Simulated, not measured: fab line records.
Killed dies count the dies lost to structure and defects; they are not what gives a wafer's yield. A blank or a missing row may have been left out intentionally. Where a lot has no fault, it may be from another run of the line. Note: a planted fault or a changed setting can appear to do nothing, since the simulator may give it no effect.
Matching of chambers | flow n5_finfet | N5_BEOL_M5_ALD_86 on ald_metal-01: 4 sister chambers
The step deposits TaN, pulse time 2 s, purge time 3 s, co reactant purge time 2 s. 4 wafers are shown with their chamber, then 10 later ones without.

WAFERS WITH THEIR CHAMBER
wafer  | chamber | heater_power_w (W)
L082.5 | 2       | 354
L085.2 | 1       | 441
L086.1 | 3       | 347
L086.2 | 0       | 461

WAFERS WITH NO CHAMBER GIVEN
wafer  | heater_power_w (W)
L086.4 | 351
L089.2 | 360
L089.5 | 346
L089.6 | 361
L090.1 | 461
L090.3 | 432
L090.4 | 356
L093.2 | 440
L093.5 | 440
L093.6 | 356

THE CHAMBER EACH PASSED THROUGH
wafer  | from the rows above     | in truth
L086.4 | can't be placed: 2 or 3 | 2
L089.2 | can't be placed: 2 or 3 | 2
L089.5 | can't be placed: 3 or 2 | 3
L089.6 | can't be placed: 2 or 3 | 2
L090.1 | 0                       | 0
L090.3 | 1                       | 1
L090.4 | can't be placed: 2 or 3 | 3
L093.2 | 1                       | 1
L093.5 | 1                       | 1
L093.6 | can't be placed: 2 or 3 | 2
Placed correctly: 4 of 10. Unplaceable from these rows: 6, with the true chamber sitting among the candidates in 6. Wrongly placed: 0.
How it was worked out, from the rows above alone: a wafer's distance from a chamber is the root of the sum, over the readings, of the square of ((its reading less the chamber's mean) divided by the reading's scatter). If the next closest chamber is less than 2 further off than the closest, the wafer can't be placed; otherwise it belongs to the closest. For every chamber, the mean is computed from those of its wafers that are shown. The scatter: with one shown wafer a chamber, the root of the mean of the squares of how far each hidden wafer lies from its nearest shown one.
